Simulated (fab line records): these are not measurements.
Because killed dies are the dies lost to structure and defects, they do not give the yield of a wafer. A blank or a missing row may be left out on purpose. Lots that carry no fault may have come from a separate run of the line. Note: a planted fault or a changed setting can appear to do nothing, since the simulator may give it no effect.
fab line records	flow n5Finfet
record: lots: 10	wafers: 30	lastDay: 19
route steps=1938 shown BEOL_M4@1111 BEOL_M13@1698 PASSIVATION@1936
lots untouched by any fault: they come from a run of this same line in which no faults occurred
startH: start of the lot's first displayed wafer, in hours after the record's first day	waitH: hours since the lot's step before	" identical to the entry in the row above	L1.1+2: a single row standing in for several wafers	- either no value or no given start	* or withheld: withheld	< > ~ a bound
route shown NAME@n: a module of which the file shows steps, and the number in the route of the first	usual: average and standard deviation across the fault-free wafers	same: alike in all rows	chamber/n: place in a boat	sites: each site's reading	_std_site: their standard deviation	_edge_site: outer sites' mean less inner sites'	radiusMm: for every site, how far away it sits from the centre of the wafer	mask NAME#n: copy n	behind: the last tool/chamber to shape the wafer	hold: why the lot went on hold/how many hours it stayed there/how the hold came to an end	device: whichever transistor did not switch (one of n, p or np)	end of line: tests run on the same wafers once the route is complete	where a step has no rows: the recipe by itself	killed: dies that structure and defects cost at the first sort, which is not the same as the wafer's yield	map: the dies of a wafer, with x for killed, . for not killed, _ for no die there
set.NAME: the setting as run; set.NAME@STEP: as run at that earlier step	model.NAME: the simulator's own value behind a step, which no gauge read
the route's steps for a sample of lots (tables are steps, rows are wafers)
services: the hour from which a tool's chamber was out of use, counted from the record's first day as startH (under 0 if before that day), plus the number of hours and why
== steps ==
step: N5_BEOL_M4_RC_MEAS_101
usual: DIBL_N: 36.3/1.2	DIBL_P: 36.3/1.4	IOFF_N: 0.160/0.02	IOFF_P: 0.210/0.025	ION_N: 675/9.5	ION_P: 462/7	SS_N: 71.5/0.53	SS_P: 73.4/0.55	VT_N: 249.5/2.6	VT_P: -250.1/2.9
lot.wafer	tool	chamber	startH	waitH	DIBL_N[mV/V]	DIBL_P[mV/V]	IOFF_N[nA/um]	IOFF_P[nA/um]	ION_N[uA/um]	ION_P[uA/um]	SS_N[mV/dec]	SS_P[mV/dec]	VT_N[mV]	VT_P[mV]
L694.4	prober-01	0	210.98	0.5	35.4	37.2	0.147	0.184	676	449	71.5	72.9	252.4	-253.0
L694.5	"	0	"	"	35.3	36.7	0.145	0.182	670	456	71.5	73.2	252.5	-253.3
L694.6	"	0	"	"	35.5	36.8	0.142	0.176	670	454	72.1	73.9	255.6	-251.6
L695.1	prober-01	0	216.87	0.0	37.5	36.8	0.145	0.188	653	450	71.6	73.6	254.1	-254.0
L695.2	"	0	"	"	37.3	36.6	0.143	0.180	662	453	71.6	73.6	252.0	-252.6
L695.6	"	0	"	"	39.3	38.2	0.168	0.201	665	455	72.5	73.5	250.0	-252.0
L698.2	prober-02	0	220.98	0.2	35.0	36.0	0.131	0.170	653	447	71.3	72.8	253.0	-252.7
L698.5	"	0	"	"	36.5	37.3	0.165	0.196	668	458	72.1	74.0	248.6	-252.3
L698.6	"	0	"	"	34.5	36.1	0.131	0.177	650	446	71.4	74.1	252.1	-253.2
L697.3	prober-01	0	221.34	0.3	37.9	36.3	0.179	0.211	692	467	71.9	73.8	249.8	-250.3
L697.4	"	0	"	"	37.2	37.1	0.172	0.231	684	469	71.8	73.4	250.0	-247.6
L697.6	"	0	"	"	36.4	35.5	0.152	0.203	677	462	72.2	73.8	251.3	-250.0
L700.2	prober-02	0	247.90	0.2	36.4	35.8	0.157	0.224	671	462	71.4	72.4	251.7	-247.5
L700.5	"	0	"	"	34.4	34.2	0.134	0.198	666	465	70.9	72.1	250.7	-250.9
L700.6	"	0	"	"	34.4	33.7	0.129	0.191	661	461	71.1	72.8	250.5	-251.9
L702.1	prober-02	0	282.97	0.0	35.2	34.7	0.131	0.185	658	450	71.7	73.8	254.0	-251.0
L702.2	"	0	"	"	35.2	36.1	0.147	0.210	684	468	70.9	73.9	251.6	-248.5
L702.5	"	0	"	"	36.1	36.3	0.147	0.188	664	453	71.8	73.7	252.1	-253.5
L707.2	prober-01	0	329.33	0.2	37.6	37.1	0.161	0.217	668	463	72.0	73.6	248.7	-250.7
L707.4	"	0	"	"	37.5	38.0	0.166	0.232	672	459	72.5	74.2	250.3	-246.4
L707.6	"	0	"	"	35.9	35.6	0.140	0.205	672	463	71.4	73.5	249.4	-251.9
L709.3	prober-02	0	338.46	0.3	36.9	37.5	0.162	0.215	668	463	71.9	73.5	250.5	-248.9
L709.4	"	0	"	"	39.5	40.0	0.206	0.265	685	464	71.7	74.6	248.3	-246.1
L709.5	"	0	"	"	38.2	38.9	0.186	0.236	674	457	71.6	74.7	249.9	-248.1
L712.1	prober-01	0	344.62	0.0	36.0	36.6	0.165	0.215	682	462	71.3	73.0	247.6	-251.8
L712.4	"	0	"	"	35.2	35.6	0.144	0.190	674	462	70.7	73.1	250.9	-250.1
L712.5	"	0	"	"	35.2	35.0	0.141	0.183	679	466	71.6	73.3	252.5	-251.1
L714.1	prober-01	0	356.00	0.0	33.8	35.9	0.157	0.187	675	459	70.8	73.3	248.4	-252.7
L714.4	"	0	"	"	35.6	36.3	0.190	0.194	668	452	71.2	73.7	248.9	-254.3
L714.6	"	0	"	"	36.2	37.2	0.183	0.204	668	452	71.7	74.0	250.5	-252.4
step: N5_BEOL_M13_OCD_MEAS_35
usual: trenchDepthNm: 410/4.2
lot.wafer	tool	chamber	startH	waitH	trenchDepthNm
L694.4	ocd-01	-	300.98	0.0	410
L694.5	"	-	"	"	410
L694.6	"	-	"	"	412
L695.1	ocd-02	-	301.11	0.0	412
L695.2	"	-	"	"	410
L695.6	"	-	"	"	400
L698.2	ocd-01	-	308.46	0.0	403
L698.5	"	-	"	"	412
L698.6	"	-	"	"	401
L697.3	ocd-01	-	315.54	0.0	416
L697.4	"	-	"	"	413
L697.6	"	-	"	"	413
L700.2	ocd-02	-	333.66	0.0	407
L700.5	"	-	"	"	407
L700.6	"	-	"	"	408
L702.1	ocd-02	-	355.75	0.0	401
L702.2	"	-	"	"	415
L702.5	"	-	"	"	410
L707.2	ocd-01	-	416.77	0.0	405
L707.4	"	-	"	"	408
L707.6	"	-	"	"	402
L709.3	ocd-01	-	423.87	0.0	418
L709.4	"	-	"	"	406
L709.5	"	-	"	"	406
L712.1	ocd-01	-	424.46	0.0	411
L712.4	"	-	"	"	410
L712.5	"	-	"	"	419
L714.1	ocd-02	-	429.05	0.0	408
L714.4	"	-	"	"	406
L714.6	"	-	"	"	411
step: N5_BEOL_M13_STRIP_37
recipe: chemistry: N2/H2	powerW: 1000	tempC: 250	h2Frac: 0.65	overashFraction: 0.3	pressureMtorr: withheld	n2FlowSccm: 1750	h2FlowSccm: 3250
usual: drypumpMotorCurrentA: 5.6/0.66	h2FlowSccm: 3250/10	heaterPowerW: 325/49	oesProductAu: 0.785/0.011
lot.wafer	tool	chamber	startH	waitH	drypumpMotorCurrentA	h2FlowSccm	heaterPowerW	oesProductAu	rfHoursCounterH
L694.4	plasmaAsher-01	1	301.04	0.1	4.8	3254	336	0.777	-
L694.5	"	0	"	"	5.8	3242	287	0.779	-
L694.6	"	1	"	"	4.7	3244	344	0.770	-
L695.1	plasmaAsher-01	1	301.15	0.0	4.7	3258	334	0.795	99
L695.2	"	0	"	"	5.8	3252	282	0.796	99
L695.6	"	0	"	"	5.8	3260	283	0.769	-
L698.2	plasmaAsher-01	1	308.50	0.0	4.7	3245	332	0.784	103
L698.5	"	1	"	"	4.7	3252	338	0.800	-
L698.6	"	0	"	"	5.8	3258	292	0.793	-
L697.3	plasmaAsher-01	1	315.60	0.1	4.7	3244	347	0.803	-
L697.4	"	0	"	"	5.8	3233	282	0.771	-
L697.6	"	1	"	"	4.7	3251	347	0.782	-
L700.2	plasmaAsher-02	1	333.70	0.0	6.5	3246	425	0.777	116
L700.5	"	0	"	"	6.1	3256	272	0.778	-
L700.6	"	1	"	"	6.5	3264	425	0.800	-
L702.1	plasmaAsher-02	1	355.86	0.1	6.5	3240	415	0.805	121
L702.2	"	0	"	"	6.1	3243	282	0.769	121
L702.5	"	0	"	"	6.1	3247	276	0.786	-
L707.2	plasmaAsher-02	1	416.80	0.0	6.5	3250	422	0.778	132
L707.4	"	0	"	"	6.1	3242	278	0.793	-
L707.6	"	0	"	"	6.1	3235	278	0.792	-
L709.3	plasmaAsher-02	1	423.93	0.1	-	-	-	-	-
L709.4	"	0	"	"	-	-	-	-	-
L709.5	"	1	"	"	-	-	-	-	-
L712.1	plasmaAsher-02	0	424.50	0.0	-	-	-	-	-
L712.4	"	1	"	"	-	-	-	-	-
L712.5	"	0	"	"	-	-	-	-	-
L714.1	plasmaAsher-01	0	429.09	0.0	5.8	3239	285	0.771	128
L714.4	"	1	"	"	4.7	3259	345	0.791	-
L714.6	"	0	"	"	5.8	3243	285	0.779	-
step: N5_BEOL_M13_PRE_CLEAN_42
recipe: gas: H2/He	timeS: 30	tempC: 250
usual: heaterPowerW: 315/41
lot.wafer	tool	chamber	startH	waitH	heaterPowerW
L694.4	pvdSputter-02	-	303.06	0.0	304
L694.5	"	-	"	"	285
L694.6	"	-	"	"	316
L695.1	pvdSputter-01	-	303.22	0.0	285
L695.2	"	-	"	"	298
L695.6	"	-	"	"	289
L698.2	pvdSputter-02	-	309.58	0.0	347
L698.5	"	-	"	"	311
L698.6	"	-	"	"	357
L697.3	pvdSputter-01	-	317.04	0.0	313
L697.4	"	-	"	"	302
L697.6	"	-	"	"	288
L700.2	pvdSputter-03	-	334.03	0.0	282
L700.5	"	-	"	"	411
L700.6	"	-	"	"	317
L702.1	pvdSputter-02	-	357.52	0.0	343
L702.2	"	-	"	"	308
L702.5	"	-	"	"	321
L707.2	pvdSputter-02	-	417.34	0.0	317
L707.4	"	-	"	"	347
L707.6	"	-	"	"	288
L709.3	pvdSputter-03	-	426.73	0.0	308
L709.4	"	-	"	"	254
L709.5	"	-	"	"	316
L712.1	pvdSputter-02	-	434.56	0.0	357
L712.4	"	-	"	"	313
L712.5	"	-	"	"	360
L714.1	pvdSputter-03	-	434.79	0.0	402
L714.4	"	-	"	"	247
L714.6	"	-	"	"	290
step: N5_BEOL_M13_ANNEAL_48
recipe: tempC: 225	timeS: 90	ambient: N2
usual: wafer_temp_C_max: 226.0/0.37
lot.wafer	tool	chamber	startH	waitH	wafer_temp_C_max
L694.4	rtpAnneal-02	0	303.68	0.2	225.9
L694.5	"	0	"	"	226.2
L694.6	"	0	"	"	226.1
L695.1	rtpAnneal-02	0	303.81	0.2	226.1
L695.2	"	0	"	"	226.1
L695.6	"	0	"	"	226.1
L698.2	rtpAnneal-01	0	310.11	0.2	225.6
L698.5	"	0	"	"	225.4
L698.6	"	0	"	"	225.7
L697.3	rtpAnneal-01	0	317.98	0.5	225.7
L697.4	"	0	"	"	225.7
L697.6	"	0	"	"	225.4
L700.2	rtpAnneal-02	0	336.18	1.8	226.7
L700.5	"	0	"	"	226.6
L700.6	"	0	"	"	226.6
L702.1	rtpAnneal-02	0	359.29	1.4	226.2
L702.2	"	0	"	"	226.4
L702.5	"	0	"	"	225.8
L707.2	rtpAnneal-02	0	418.02	0.3	226.1
L707.4	"	0	"	"	226.8
L707.6	"	0	"	"	226.0
L709.3	rtpAnneal-01	0	427.31	0.2	225.5
L709.4	"	0	"	"	225.5
L709.5	"	0	"	"	225.6
L712.1	rtpAnneal-02	0	436.80	1.9	225.9
L712.4	"	0	"	"	225.9
L712.5	"	0	"	"	226.2
L714.1	rtpAnneal-01	0	437.07	1.9	225.6
L714.4	"	0	"	"	225.6
L714.6	"	0	"	"	225.7
step: N5_PASSIVATION_PROBE_49
usual: defectLimitedYield: 90.9/1.3	killed_at_M0_to_M3: 36/11	killed_at_M4_up: 13/5.1	killedAtContacts: 14/4.9	killedAtFrontEnd: 41/10	killedAtOther: 3.4/2.6	killedDies: 107/16	killedOnRim: 14/4	killedOpen: 70/11	killedShort: 36/7.8	sort_bin_5_function: 5.4/0.84	sort_bin_6_memory: 3.4/0.67	sortNPass: 1073/16	sortYieldPct: 90.9/1.3
same: grossDies: 1180	killedAtBackSide: 0	sort_bin_4_leakage[%]: 0	sort_bin_8_speed[%]: 0
lot.wafer	tool	chamber	startH	waitH	defectLimitedYield[%]	killed_at_M0_to_M3	killed_at_M4_up	killedAtContacts	killedAtFrontEnd	killedAtOther	killedDies	killedOnRim	killedOpen	killedShort	sort_bin_5_function[%]	sort_bin_6_memory[%]	sortNPass	sortYieldPct[%]
L694.4	prober-02	-	331.51	0.2	92.5	22	6	6	50	5	89	8	60	28	4.3	3.1	1091	92.5
L694.5	prober-02	-	331.56	0.2	90.3	34	12	15	52	2	115	15	77	36	5.4	3.9	1065	90.3
L694.6	prober-02	-	331.61	0.3	93.5	20	9	7	39	2	77	7	50	25	4.6	1.7	1103	93.5
L700.2	prober-01	-	363.81	0.1	90.4	23	20	13	53	4	113	17	63	46	6.2	3.1	1067	90.4
L700.5	prober-01	-	363.96	0.2	91.6	27	14	14	42	2	99	16	66	32	5.1	3.1	1081	91.6
L700.6	prober-01	-	364.01	0.3	92.5	23	6	11	47	2	89	13	59	29	4.1	3.0	1091	92.5
L707.2	prober-01	-	451.21	0.1	93.6	20	9	13	33	0	75	17	46	27	4.2	1.9	1105	93.6
L707.4	prober-01	-	451.31	0.2	94.7	21	7	10	25	0	63	6	43	19	3.1	2.1	1117	94.7
L707.6	prober-01	-	451.41	0.3	92.6	22	13	14	33	5	87	9	52	33	4.1	2.9	1093	92.6
L709.3	prober-01	-	462.46	0.1	0	36	1089	11	40	4	1180	152	74	26	97.4	2.4	0	0
L709.4	prober-01	-	462.51	0.2	0	48	1072	15	42	3	1180	152	79	34	95.6	4.0	0	0
L709.5	prober-01	-	462.56	0.2	0	65	1043	16	49	7	1180	152	92	56	94.2	4.8	0	0
L712.1	prober-02	-	465.10	0.2	0	45	1091	8	35	1	1180	152	63	34	96.5	3.4	0	0
L712.4	prober-02	-	465.25	0.3	0	41	1090	9	37	3	1180	152	57	38	96.9	2.9	0	0
L712.5	prober-02	-	465.30	0.4	0	60	1070	21	29	0	1180	152	86	31	96.8	2.8	0	0
killed by level:class
L694.4 STI_FIN_REVEAL:geometricParticle:open=10 DUMMY_GATE:geometricParticle:open=9 GATE_CUT:geometricParticle:short=7 GATE_CUT:geometricParticle:open=7 BEOL_M2:geometricParticle:open=7 MOL_CONTACT_COAG:geometricParticle:open=6 BEOL_M0_SAQP:geometricParticle:short=5 STARTING-WAFER:geometricParticle:open=5
L694.5 MOL_CONTACT_COAG:geometricParticle:open=12 GATE_CUT:geometricParticle:open=11 BEOL_M3:geometricParticle:open=9 BEOL_M0_SAQP:geometricParticle:short=8 BEOL_M0_SAQP:geometricParticle:open=8 FIN_SAQP:geometricParticle:open=7 STI_FIN_REVEAL:geometricParticle:open=7 FIN_SAQP:geometricParticle:short=4
L694.6 FIN_SAQP:geometricParticle:open=8 DUMMY_GATE:geometricParticle:open=8 BEOL_M2:geometricParticle:open=8 BEOL_M3:geometricParticle:open=6 GATE_CUT:geometricParticle:short=5 MOL_CONTACT_COAG:geometricParticle:open=4 FIN_SAQP:geometricParticle:short=3 STI_FIN_REVEAL:geometricParticle:open=3
L700.2 STI_FIN_REVEAL:geometricParticle:open=21 MOL_CONTACT_COAG:geometricParticle:open=10 BEOL_M4:geometricParticle:open=10 BEOL_M2:geometricParticle:short=7 FIN_SAQP:geometricParticle:short=6 GATE_CUT:geometricParticle:short=6 STI_FIN_REVEAL:geometricParticle:short=5 BEOL_M3:geometricParticle:open=5
L700.5 BEOL_M3:geometricParticle:open=12 MOL_CONTACT_COAG:geometricParticle:open=10 FIN_SAQP:geometricParticle:open=8 FIN_SAQP:geometricParticle:short=8 DUMMY_GATE:geometricParticle:open=6 BEOL_M4:geometricParticle:open=6 STI_FIN_REVEAL:geometricParticle:open=4 GATE_CUT:geometricParticle:short=4
L700.6 FIN_SAQP:geometricParticle:open=11 STI_FIN_REVEAL:geometricParticle:open=10 MOL_CONTACT_COAG:geometricParticle:open=10 BEOL_M3:geometricParticle:short=9 FIN_SAQP:geometricParticle:short=4 BEOL_M3:geometricParticle:open=4 BEOL_M1:geometricParticle:open=4 STI_FIN_REVEAL:geometricParticle:short=3
L707.2 MOL_CONTACT_COAG:geometricParticle:open=12 FIN_SAQP:geometricParticle:short=8 FIN_SAQP:geometricParticle:open=5 STI_FIN_REVEAL:geometricParticle:open=5 BEOL_M3:geometricParticle:open=5 BEOL_M4:geometricParticle:open=5 ILD0:geometricParticle:short=4 BEOL_M0_SAQP:geometricParticle:short=4
L707.4 MOL_CONTACT_COAG:geometricParticle:open=8 BEOL_M2:geometricParticle:open=8 FIN_SAQP:geometricParticle:short=6 FIN_SAQP:geometricParticle:open=5 BEOL_M3:geometricParticle:open=5 STI_FIN_REVEAL:geometricParticle:open=4 STARTING-WAFER:geometricParticle:short=3 GATE_CUT:geometricParticle:short=2
L707.6 MOL_CONTACT_COAG:geometricParticle:open=13 FIN_SAQP:geometricParticle:open=10 BEOL_M0_SAQP:geometricParticle:short=9 FIN_SAQP:geometricParticle:short=4 STI_FIN_REVEAL:geometricParticle:open=3 GATE_CUT:geometricParticle:short=3 BEOL_M0_SAQP:geometricParticle:open=3 BEOL_M1:geometricParticle:open=3
L709.3 BEOL_M13:areaSputter=1079 BEOL_M0_SAQP:geometricParticle:open=12 STI_FIN_REVEAL:geometricParticle:open=10 FIN_SAQP:geometricParticle:open=8 DUMMY_GATE:geometricParticle:open=8 MOL_CONTACT_COAG:geometricParticle:open=8 BEOL_M2:geometricParticle:open=7 BEOL_M1:geometricParticle:open=6
L709.4 BEOL_M13:areaSputter=1066 BEOL_M0_SAQP:geometricParticle:open=15 BEOL_M0_SAQP:geometricParticle:short=12 MOL_CONTACT_COAG:geometricParticle:open=10 STI_FIN_REVEAL:geometricParticle:open=9 FIN_SAQP:geometricParticle:open=8 DUMMY_GATE:geometricParticle:open=8 BEOL_M1:geometricParticle:open=8
L709.5 BEOL_M13:areaSputter=1031 FIN_SAQP:geometricParticle:open=16 BEOL_M0_SAQP:geometricParticle:short=16 BEOL_M0_SAQP:geometricParticle:open=14 BEOL_M2:geometricParticle:short=13 FIN_SAQP:geometricParticle:short=10 DUMMY_GATE:geometricParticle:open=10 MOL_CONTACT_COAG:geometricParticle:open=10
L712.1 BEOL_M13:areaSputter=1081 BEOL_M0_SAQP:geometricParticle:open=11 GATE_CUT:geometricParticle:short=10 BEOL_M2:geometricParticle:open=9 BEOL_M3:geometricParticle:open=8 BEOL_M0_SAQP:geometricParticle:short=6 STI_FIN_REVEAL:geometricParticle:open=5 MOL_CONTACT_COAG:geometricParticle:open=5
L712.4 BEOL_M13:areaSputter=1085 BEOL_M3:geometricParticle:open=12 FIN_SAQP:geometricParticle:short=8 BEOL_M0_SAQP:geometricParticle:open=8 BEOL_M0_SAQP:geometricParticle:short=8 GATE_CUT:geometricParticle:short=7 MOL_CONTACT_COAG:geometricParticle:open=7 STI_FIN_REVEAL:geometricParticle:open=6
L712.5 BEOL_M13:areaSputter=1063 BEOL_M1:geometricParticle:open=17 MOL_CONTACT_COAG:geometricParticle:open=15 BEOL_M3:geometricParticle:open=15 BEOL_M0_SAQP:geometricParticle:open=10 GATE_CUT:geometricParticle:short=9 BEOL_M2:geometricParticle:open=8 GATE_CUT:geometricParticle:open=6
== services ==
tool	chamber	startH	hours	kind
plasmaAsher-02	-	288.87	28.1	pm
rtpAnneal-01	-	409.94	3.4	pm
plasmaAsher-02	-	430.23	1.6	repair
== key ==
firstSign: step: N5_BEOL_M13_STRIP_37	reading: toolRecord	direction: missing
effect: step: N5_PASSIVATION_PROBE_49	reading: killed_at_M4_up	direction: up	sigmas: 99+	usual: 13	struck: 1076
moreKillsBornAt: N5_BEOL_M13_SPUTTER_43@pvdSputter-02: 3229	N5_BEOL_M13_SPUTTER_43@pvdSputter-03: 3176
metAt N5_BEOL_M13_STRIP_37
struckLots L709,L712
laterRowsLeftOut L709.3,L709.4,L709.5,L712.1,L712.4,L712.5
notActingAt N5_BEOL_M13_OCD_MEAS_35,N5_BEOL_M13_PRE_CLEAN_42,N5_BEOL_M13_ANNEAL_48
onsetBetween 416.80 423.93
fault: kind: skippedStepWhole	tool: plasmaAsher-02	chamber: -	onsetH: 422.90	steps: N5_BEOL_M13_STRIP_37	scope: struckLotsOnly
laterRowsLeftOut: the simulator's readings of these wafers behind a module that went badly wrong aren't trusted and aren't shown, but for the sort
